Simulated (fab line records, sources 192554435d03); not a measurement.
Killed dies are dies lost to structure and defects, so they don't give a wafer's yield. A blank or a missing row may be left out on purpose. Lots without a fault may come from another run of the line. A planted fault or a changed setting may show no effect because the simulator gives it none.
Which tool did it? | flow n5_finfet | 11 lots, 32 wafers sampled, at 4 steps of a route of 1938

WHAT THE GAUGES READ, wafer by wafer
N5_FIN_SAQP_OVL_MEAS_17.
lot  | measured    | on         | FIN_CORE_OVL (nm)
L220 | day 1 22:31 | overlay-02 | -0.3 -1.3 -0.2
L221 | day 2 04:03 | overlay-01 | -1.2 -0.1 -0.1
L223 | day 2 16:17 | overlay-01 | -0.2 -0.4 -1.0
L224 | day 2 21:49 | overlay-02 | 0.1 -0.1 -0.1
L225 | day 3 03:19 | overlay-01 | -1.6 -1.5
L226 | day 3 09:30 | overlay-02 | -0.2 0.6 0.6
L230 | day 4 09:40 | overlay-01 | 1.2 0.2 -0.9
L235 | day 5 17:38 | overlay-02 | - - -
L236 | day 5 21:19 | overlay-02 | - - -
L242 | day 7 10:32 | overlay-02 | -1.8 -0.7 -1.0
L243 | day 7 15:51 | overlay-02 | -0.3 -1.3 0.0

WHICH TOOL RAN EACH LOT (tool, then ch and the chambers of the sampled wafers, then the start)
lot  | N5_WELL_APT_EPI_41             | N5_PMOS_HMC_CHANNEL_EPI_HM_DEP_34 | N5_PMOS_HMC_CHANNEL_EPI_FIN_RECESS_16
L220 | epi_rpcvd-02 ch 0, day 1 17:14 | pecvd-02 ch 1,2, day 1 17:43      | rie_si-05 ch 0,1, day 1 18:32
L221 | epi_rpcvd-03 ch 0, day 1 22:09 | pecvd-02 ch 0,1, day 1 22:44      | rie_si-06 ch 0,2,3, day 2 00:15
L223 | epi_rpcvd-04 ch 0, day 2 10:06 | pecvd-02 ch 1,2, day 2 10:47      | rie_si-02 ch 0,2, day 2 11:36
L224 | epi_rpcvd-03 ch 0, day 2 16:01 | pecvd-03 ch 0,1, day 2 16:41      | rie_si-06 ch 2,3, day 2 17:41
L225 | epi_rpcvd-04 ch 0, day 2 22:16 | pecvd-03 ch 1, day 2 22:40        | rie_si-06 ch 1, day 2 23:37
L226 | epi_rpcvd-03 ch 0, day 3 04:10 | pecvd-01 ch 0,2, day 3 04:50      | rie_si-05 ch 1,3, day 3 05:52
L230 | epi_rpcvd-04 ch 0, day 4 04:20 | pecvd-01 ch 1,2, day 4 04:54      | rie_si-02 ch 1,2, day 4 06:10
L235 | epi_rpcvd-03 ch 0, day 5 11:20 | pecvd-03 ch 0,1,2, day 5 12:05    | rie_si-02 ch 0,1,3, day 5 13:04
L236 | epi_rpcvd-02 ch 0, day 5 16:06 | pecvd-01 ch 1,2, day 5 16:40      | rie_si-06 ch 1,2,3, day 5 17:37
L242 | epi_rpcvd-03 ch 0, day 7 05:09 | pecvd-01 ch 0,1, day 7 05:37      | rie_si-05 ch 1,2,3, day 7 06:27
L243 | epi_rpcvd-04 ch 0, day 7 10:21 | pecvd-02 ch 1,2, day 7 11:13      | rie_si-05 ch 1,2,3, day 7 12:02
- N5_WELL_APT_EPI_41: deposits Si from SiH4/H2, target thk 50 nm, time 297.7 s.
- N5_PMOS_HMC_CHANNEL_EPI_HM_DEP_34: deposits SiO2 from TEOS/O2, target thk 36 nm, time 6.9 s.
- N5_PMOS_HMC_CHANNEL_EPI_FIN_RECESS_16: chemistry HBr/Cl2, target Si, target depth 54 nm, time 18 s.

THE ANSWER, worked out from the rows above alone
Rule: what is usual is taken from the lots themselves. Put in order of their means at a reading, lots are off if they are a third of the lots or fewer, leave a main group of 4 or more, and stand apart from it by a gap of 3 or more times the standard deviation of the main group's means; of several such gaps the widest counts. A main group whose means are all the same, to the digits that the tables above print for the reading, isn't used. A lot without any number at a reading at which 4 lots or more have one is off too. The other lots that the step has rows for count as sound.
Off: L235, L236, at N5_FIN_SAQP_OVL_MEAS_17 (FIN_CORE_OVL). Without a number there: L235, L236. The main group: mean -0.5 nm, standard deviation 0.57.
A tool fits if, at a process step before that reading, it ran every lot that is off, and no sound lot after the first of them. The gauges at N5_FIN_SAQP_OVL_MEAS_17 are tried like those tools. None of those tried fits.

WHAT THE SIMULATOR HAD PUT IN
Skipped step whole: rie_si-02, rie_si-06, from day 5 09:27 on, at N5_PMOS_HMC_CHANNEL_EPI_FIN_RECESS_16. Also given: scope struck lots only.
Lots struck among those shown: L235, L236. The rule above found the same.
